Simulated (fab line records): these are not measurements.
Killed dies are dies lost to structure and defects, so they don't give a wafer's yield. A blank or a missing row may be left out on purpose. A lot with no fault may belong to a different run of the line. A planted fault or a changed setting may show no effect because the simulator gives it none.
Matching of chambers :: flow nand-harc :: cmp-02 running NHARC_A_STAIRCASE_CMP_472: 4 sister chambers
The step polishes SiO2. 8 wafers are shown with their chamber, then 12 later ones without.

== EACH WAFER AND ITS CHAMBER ==
wafer: L085.2
chamber: 0
motor-current-A (A): 11.8

wafer: L086.3
chamber: 3
motor-current-A (A): 13.6

wafer: L086.4
chamber: 1
motor-current-A (A): 12.0

wafer: L088.5
chamber: 3
motor-current-A (A): 13.9

wafer: L088.6
chamber: 2
motor-current-A (A): 11.2

wafer: L089.2
chamber: 2
motor-current-A (A): 11.9

wafer: L089.5
chamber: 0
motor-current-A (A): 12.1

wafer: L089.6
chamber: 1
motor-current-A (A): 12.2

== WAFERS MISSING THEIR CHAMBER ==
wafer: L090.1
motor-current-A (A): 12.8

wafer: L090.2
motor-current-A (A): 11.4

wafer: L090.4
motor-current-A (A): 11.5

wafer: L092.1
motor-current-A (A): 13.8

wafer: L092.4
motor-current-A (A): 11.3

wafer: L092.5
motor-current-A (A): 11.2

wafer: L094.3
motor-current-A (A): 14.5

wafer: L094.4
motor-current-A (A): 11.7

wafer: L094.6
motor-current-A (A): 11.4

wafer: L096.2
motor-current-A (A): 12.2

wafer: L096.3
motor-current-A (A): 13.6

wafer: L096.6
motor-current-A (A): 11.3

== CHAMBER TAKEN BY EACH ==
wafer: L090.1
from the rows above: can't be placed: 1 or 0 or 3 or 2
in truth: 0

wafer: L090.2
from the rows above: can't be placed: 2 or 0 or 1
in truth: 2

wafer: L090.4
from the rows above: can't be placed: 2 or 0 or 1
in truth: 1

wafer: L092.1
from the rows above: 3
in truth: 3

wafer: L092.4
from the rows above: can't be placed: 2 or 0 or 1
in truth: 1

wafer: L092.5
from the rows above: can't be placed: 2 or 0 or 1
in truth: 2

wafer: L094.3
from the rows above: 3
in truth: 3

wafer: L094.4
from the rows above: can't be placed: 2 or 0 or 1
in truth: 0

wafer: L094.6
from the rows above: can't be placed: 2 or 0 or 1
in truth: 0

wafer: L096.2
from the rows above: can't be placed: 1 or 0 or 2
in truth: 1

wafer: L096.3
from the rows above: 3
in truth: 3

wafer: L096.6
from the rows above: can't be placed: 2 or 0 or 1
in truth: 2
Placed correctly: 3 of 12. Unplaceable from these rows: 9, with the true chamber sitting among the candidates in 9. Wrongly placed: 0.
How it was worked out, from the rows above alone: a wafer's distance from a chamber is the root of the sum, over the readings, of the square of ((its reading less the chamber's mean) divided by the reading's scatter). If the next closest chamber is less than 2 further off than the closest, the wafer can't be placed; otherwise it belongs to the closest. A chamber's mean is the mean of its shown wafers. The scatter: the root of (the sum of the squares of (reading less its chamber's mean) over the shown wafers, divided by (wafers less chambers)).
